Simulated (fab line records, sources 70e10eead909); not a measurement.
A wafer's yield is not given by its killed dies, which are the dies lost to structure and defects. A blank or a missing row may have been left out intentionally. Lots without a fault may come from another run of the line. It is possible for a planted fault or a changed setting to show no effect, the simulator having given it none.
Which tool was responsible? ; flow nand-harc ; 12 lots with 36 wafers sampled at 5 steps, on a route of 1302 steps

== WHAT EACH GAUGE READ, for each wafer ==
NHARC_P_CONTACT_INSPECT_14. Usual: raw-defect-count 4, standard deviation 3.
lot;measured;on;raw-defect-count;flag
L586;day 6 08:16;defect-inspect-02;4 4 9;
L589;day 7 11:56;defect-inspect-02;5 12 8;
L590;day 7 22:03;defect-inspect-02;5 3 2;
L592;day 9 03:10;defect-inspect-02;0 1 3;
L594;day 9 21:11;defect-inspect-01;2 6 2;
L596;day 10 11:51;defect-inspect-01;4 10 11;
L595;day 10 12:14;defect-inspect-02;7 5 6;
L601;day 12 14:56;defect-inspect-01;9 3 4;
L602;day 13 01:59;defect-inspect-01;9 11 9;
L603;day 13 13:12;defect-inspect-01;7 1 7;
L605;day 13 23:57;defect-inspect-02;3 4 7;
L608;day 15 12:12;defect-inspect-02;2 2 1;

NHARC_P_CONTACT_CD_MEAS_19. Usual: cd-nm 90.5 nm, standard deviation 1.7.
lot;measured;on;cd-nm (nm);flag
L586;day 6 09:12;cd-sem-03;91.3 88.5 91.4;
L589;day 7 12:52;cd-sem-03;89.3 91.8 89.6;
L590;day 7 22:59;cd-sem-01;88.1 86.9 89.5;
L592;day 9 04:05;cd-sem-03;91.5 91.2 92.6;
L594;day 9 22:07;cd-sem-02;90.1 88.8 86.8;
L596;day 10 12:46;cd-sem-02;90.3 90.7 90.0;
L595;day 10 13:10;cd-sem-01;89.0 90.0 91.1;
L601;day 12 15:52;cd-sem-03;92.2 91.1 92.7;
L602;day 13 02:55;cd-sem-02;89.6 92.1 91.4;
L603;day 13 14:08;cd-sem-03;90.8 92.6 90.4;
L605;day 14 01:01;cd-sem-01;87.8 92.0 92.9;
L608;day 15 13:11;cd-sem-01;93.8 88.4 89.8;

NHARC_P_M0_CD_MEAS_09 targets a cd of 90 nm. Usual: cd-nm 90.1 nm, standard deviation 0.59.
lot;measured;on;cd-nm (nm);flag
L586;day 6 12:19;cd-sem-01;91.0 91.0 91.3;
L589;day 7 15:51;cd-sem-01;90.2 90.8 90.3;
L590;day 8 02:11;cd-sem-01;90.0 90.1 89.2;
L592;day 9 07:12;cd-sem-03;91.2 90.8 90.9;
L594;day 10 01:13;cd-sem-02;90.3 88.9 89.9;
L596;day 10 16:02;cd-sem-01;88.7 89.7 89.8;
L595;day 10 16:17;cd-sem-03;89.6 90.4 89.1;
L601;day 12 18:52;cd-sem-01;97.5 97.3 96.3;OFF
L602;day 13 05:53;cd-sem-03;96.1 95.5 95.3;OFF
L603;day 13 17:07;cd-sem-01;94.5 95.0 94.3;OFF
L605;day 14 04:10;cd-sem-03;93.9 94.5 94.3;OFF
L608;day 15 16:10;cd-sem-02;89.8 90.1 90.3;

== WHAT TOOL EACH LOT RAN ON (gives the tool, then ch and the chambers of the sampled wafers, and finally the start) ==
lot;NHARC_P_CONTACT_ETCH_31;NHARC_P_M0_EXPOSE_06
L586;rie-diel-02 ch 1,2, day 6 09:12 or earlier;arfi-scanner-02 ch 0, day 6 12:11
L589;rie-diel-03 ch 2,3, day 7 12:52 or earlier;arfi-scanner-02 ch 0, day 7 15:43
L590;rie-diel-03 ch 0,3, day 7 22:59 or earlier;arfi-scanner-01 ch 0, day 8 02:03
L592;rie-diel-03 ch 0,1,3, day 9 04:05 or earlier;arfi-scanner-01 ch 0, day 9 07:04
L594;rie-diel-02 ch 0,2, day 9 22:07 or earlier;arfi-scanner-01 ch 0, day 10 01:05
L596;rie-diel-03 ch 0,2,3, day 10 12:46 or earlier;arfi-scanner-03 ch 0, day 10 15:53
L595;rie-diel-13 ch 1,2,3, day 10 13:10 or earlier;arfi-scanner-01 ch 0, day 10 16:09
L601;rie-diel-02 ch 1,2,3, day 12 15:52 or earlier;arfi-scanner-01 ch 0, day 12 18:43
L602;rie-diel-02 ch 2,3, day 13 02:55 or earlier;arfi-scanner-01 ch 0, day 13 05:46
L603;rie-diel-02 ch 0,1,3, day 13 14:08 or earlier;arfi-scanner-01 ch 0, day 13 16:59
L605;rie-diel-13 ch 0,1,3, day 14 01:01 or earlier;arfi-scanner-01 ch 0, day 14 04:02
L608;rie-diel-03 ch 1,2,3, day 15 13:11 or earlier;arfi-scanner-02 ch 0, day 15 16:02
- NHARC_P_CONTACT_ETCH_31: etches the open film in CH3F/O2, target depth 30 nm, time 85.7 s.
- NHARC_P_M0_EXPOSE_06: exposes mask P M0, target cd 90 nm.

== AS READ BY THE TOOLS THEMSELVES (means over the sampled wafers that have a number; for cases with no such wafer, the mark the record gives instead) ==
NHARC_P_CONTACT_ETCH_31. Usual: drypump-motor-current-A 5.7 A, standard deviation 0.45; oes-product-au 0.980 a.u., standard deviation 0.015; rf-vpp-V 243.8 V, standard deviation 1.4; showerhead-plenum-p-Torr 2.41 Torr, standard deviation 0.082; throttle-valve-pct 20.663 %, standard deviation 0.009.
lot;tool;drypump-motor-current-A (A);oes-product-au (a.u.);rf-vpp-V (V);showerhead-plenum-p-Torr (Torr);throttle-valve-pct (%);flag
L586;rie-diel-02;5.6;0.979;243.5;2.36;20.665;
L589;rie-diel-03;5.5;0.970;242.6;2.35;20.658;
L590;rie-diel-03;6.0;0.945;243.8;2.37;20.663;
L592;rie-diel-03;5.7;0.977;242.8;2.35;20.662;
L594;rie-diel-02;5.5;0.992;245.0;2.50;20.667;
L596;rie-diel-03;5.6;0.975;242.9;2.35;20.657;
L595;rie-diel-13;6.1;0.995;243.6;2.44;20.663;
L601;rie-diel-02;5.7;0.978;243.0;2.39;20.663;
L602;rie-diel-02;5.5;0.988;244.4;2.45;20.665;
L603;rie-diel-02;5.7;0.980;244.0;2.45;20.666;
L605;rie-diel-13;6.0;0.992;244.3;2.48;20.659;
L608;rie-diel-03;5.4;0.988;242.6;2.33;20.662;

NHARC_P_M0_EXPOSE_06. Usual: exposure-dose-mJ-cm2 81.19, standard deviation 0.087.
lot;tool;exposure-dose-mJ-cm2;flag
L586;arfi-scanner-02;81.09;
L589;arfi-scanner-02;81.18;
L590;arfi-scanner-01;81.32;
L592;arfi-scanner-01;81.27;
L594;arfi-scanner-01;81.19;
L596;arfi-scanner-03;81.28;
L595;arfi-scanner-01;81.18;
L601;arfi-scanner-01;91.41;OFF
L602;arfi-scanner-01;89.30;OFF
L603;arfi-scanner-01;87.79;OFF
L605;arfi-scanner-01;86.49;OFF
L608;arfi-scanner-02;81.11;

== THE ANSWER, worked out from the rows above alone ==
Rule: a lot is off if the mean of its wafers that have a number lies more than 3 standard deviations from the usual mean. Also off: a lot with no number at a reading for which 4 or more lots have one. Any other lot the step has rows for is counted as sound. After the gauges, taken in route order, come the tools' own readings; for these a lot's mean is taken, as printed above. At the first step where some lot is off, the reading lying furthest off is the one used; lots without a number count as furthest.
Off: L601, L602, L603, L605 (NHARC_P_M0_CD_MEAS_09, cd-nm).
A tool fits if, at a process step before that reading, it ran every lot that is off, and no sound lot after the first of them. Not tried: the gauges at NHARC_P_M0_CD_MEAS_09; whatever is off there is also off at NHARC_P_M0_EXPOSE_06, on other tools, and gauge error can't account for it. With no start given for some of its lots, NHARC_P_CONTACT_ETCH_31 uses the hours and lot order of NHARC_P_CONTACT_CD_MEAS_19. One candidate fits, namely arfi-scanner-01 at NHARC_P_M0_EXPOSE_06. A fault onset in the window from L595 (day 10 16:09, its last sound lot) to L601 (day 12 18:43, its first lot off) fits.
On the lots that are off, the tool's own readings at NHARC_P_M0_EXPOSE_06 differ by more than 5 times the standard deviation of the sound lots' means, which bears it out; exposure-dose-mJ-cm2 reads 88.75 there versus 81.20 on the sound lots.

== WHAT HAD BEEN PUT IN BY THE SIMULATOR ==
Process parameters drifting: arfi-scanner-01 at NHARC_P_M0_EXPOSE_06, beginning at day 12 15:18. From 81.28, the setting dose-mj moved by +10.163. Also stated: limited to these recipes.
Shown lots that were struck: L601, L602, L603, L605. The rule above reached the same finding.
